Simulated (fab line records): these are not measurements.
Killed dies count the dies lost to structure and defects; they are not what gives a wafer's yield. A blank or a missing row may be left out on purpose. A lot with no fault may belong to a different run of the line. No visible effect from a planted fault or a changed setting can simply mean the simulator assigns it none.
A struck lot beside a sound one -- flow n5Finfet -- 15 out of 1938 route steps
Sound: wafers L914.3, L914.4, L914.6. The struck wafers were L916.1, L916.3, L916.6. Last of all comes the cause.
For every step that has rows: the tool of each side, followed by ch and its chambers, followed by its first start. Under that, the readings that differ: sound wafers -- struck wafers -- difference of the means -- sigmas: that difference in standard deviations of wafers without a fault.
alike: readings whose means differ by less than 2 such deviations, and words and numbers that are the same on both sides. not compared: withheld readings, readings that some wafer has no value for, bounds like >300 that may hide the same value, and numbers for which the record gives no deviation and whose values overlap.
The two part at a step that has a row with sigmas, a row that says differs or no value, or rows on one side only. Numbers that have no deviation but don't overlap get no sigmas and don't part them. A reading missing from all wafers of one side parts the sides only when that side holds two or more wafers.

N5_BEOL_M7_VIA_ETCH_34: etches SiCOH lowk in C4F6/O2, target depth 125.5 nm, time 50.5 s.
  sound on rieDiel-04 ch 1,3, day 9 14:44; struck on rieDiel-06 ch 0,1,2, day 10 01:48
reading,sound,struck,difference,sigmas
oesProductAu (a.u.),0.70 0.71 0.71,0.88 0.90 0.90,+0.19,+3
  alike: drypumpMotorCurrentA, rfVppV, showerheadPlenumPTorr, throttleValvePct
  not compared: rfHoursCounterH
then, 1 step without rows for these wafers: N5_BEOL_M7_STRIP_76 (strips in C4F6/O2).
N5_BEOL_M7_STRIP_36: strips in N2/H2.
  sound on rieDiel-04 ch 1,3, day 9 14:47; struck on rieDiel-06 ch 0,1,2, day 10 01:51
reading,sound,struck,difference,sigmas
oesProductAu (a.u.),0.71 0.70 0.69,0.88 0.88 0.89,+0.18,+3
  alike: drypumpMotorCurrentA, powerW, rfVppV, showerheadPlenumPTorr, throttleValvePct
  not compared: rfHoursCounterH
then, 1 step without rows for these wafers: N5_BEOL_M7_TRENCH_ETCH_37 (etches SiCOH lowk in C4F6/O2, target depth 93.478 nm, time 31.2 s).
N5_BEOL_M7_ETCH_41: etches SiCN in CH3F/O2, target depth 31.9 nm, time 57.8 s.
  sound on rieDiel-04 ch 1,3; struck on rieDiel-06 ch 0,1,2
reading,sound,struck,difference,sigmas
oesProductAu (a.u.),0.71 0.70 0.71,0.88 0.89 0.88,+0.18,+2
  alike: drypumpMotorCurrentA, rfVppV, showerheadPlenumPTorr, throttleValvePct
  not compared: rfHoursCounterH
N5_BEOL_M7_STRIP_80: strips in N2/H2, time 10 s.
  sound on rieDiel-04 ch 1,3; struck on rieDiel-06 ch 0,1,2
reading,sound,struck,difference,sigmas
oesProductAu (a.u.),0.71 0.69 0.70,0.88 0.88 0.87,+0.18,+3
  alike: drypumpMotorCurrentA, rfVppV, showerheadPlenumPTorr, throttleValvePct
  not compared: rfHoursCounterH
N5_BEOL_M7_OCD_MEAS_38:
  sound on ocd-01, day 9 14:59; struck on ocd-01, day 10 02:03
  alike: trenchDepthNm
then, 4 steps without rows for these wafers: N5_BEOL_M7_HM_STRIP_39 (strips TiN in peroxide tin strip, target depth 25 nm, time 158 s); N5_BEOL_M7_SRD_40 (time 30 s); N5_BEOL_M7_PRECLEAN_42 (cleans in residue remover, time 60 s); N5_BEOL_M7_SRD_43 (time 30 s).
N5_BEOL_M7_CD_MEAS_35: the cd target is 40 nm.
  sound on cdSem-01, day 9 15:08; struck on cdSem-03, day 10 02:12
  alike: cdNm
N5_BEOL_M7_CURE_75: cures SiCOH lowk, time 120 s.
  sound on uvCure-01 ch 0, day 9 15:16; struck on uvCure-01 ch 2, day 10 02:14
  no value came back on the struck wafers for lampPowerPct (%), runLengthS (s), wafer_temp_C_max; on the sound wafers lampPowerPct (%) reads 52.26 52.30 52.21
N5_BEOL_M7_DEGAS_44: time 60 s.
  sound on pvdSputter-01, day 9 15:55; struck on pvdSputter-03, day 10 03:20
  alike: heaterPowerW
-- here the record skips 3 days between the struck wafers' starts before and after, leaving off in module BEOL_M7 and picking up in module PASSIVATION (first step shown: number 1936 of the route) --
N5_PASSIVATION_PROBE_49:
  sound on prober-02, day 13 02:01; struck on prober-01, day 13 14:52
  alike: defectLimitedYield, killed_at_M0_to_M3, killed_at_M4_up, killedAtContacts, killedAtFrontEnd, killedAtOther, killedDies, killedOpen, killedShort, sort_bin_5_function, sort_bin_6_memory, sortNPass, sortYieldPct

## WHERE THEY PART
Last at N5_BEOL_M7_CURE_75 as far as this record goes, first at N5_BEOL_M7_VIA_ETCH_34. Later steps at which nothing parts them and some readings are alike: N5_BEOL_M7_DEGAS_44, N5_PASSIVATION_PROBE_49.

WHY: what had been put in by the simulator
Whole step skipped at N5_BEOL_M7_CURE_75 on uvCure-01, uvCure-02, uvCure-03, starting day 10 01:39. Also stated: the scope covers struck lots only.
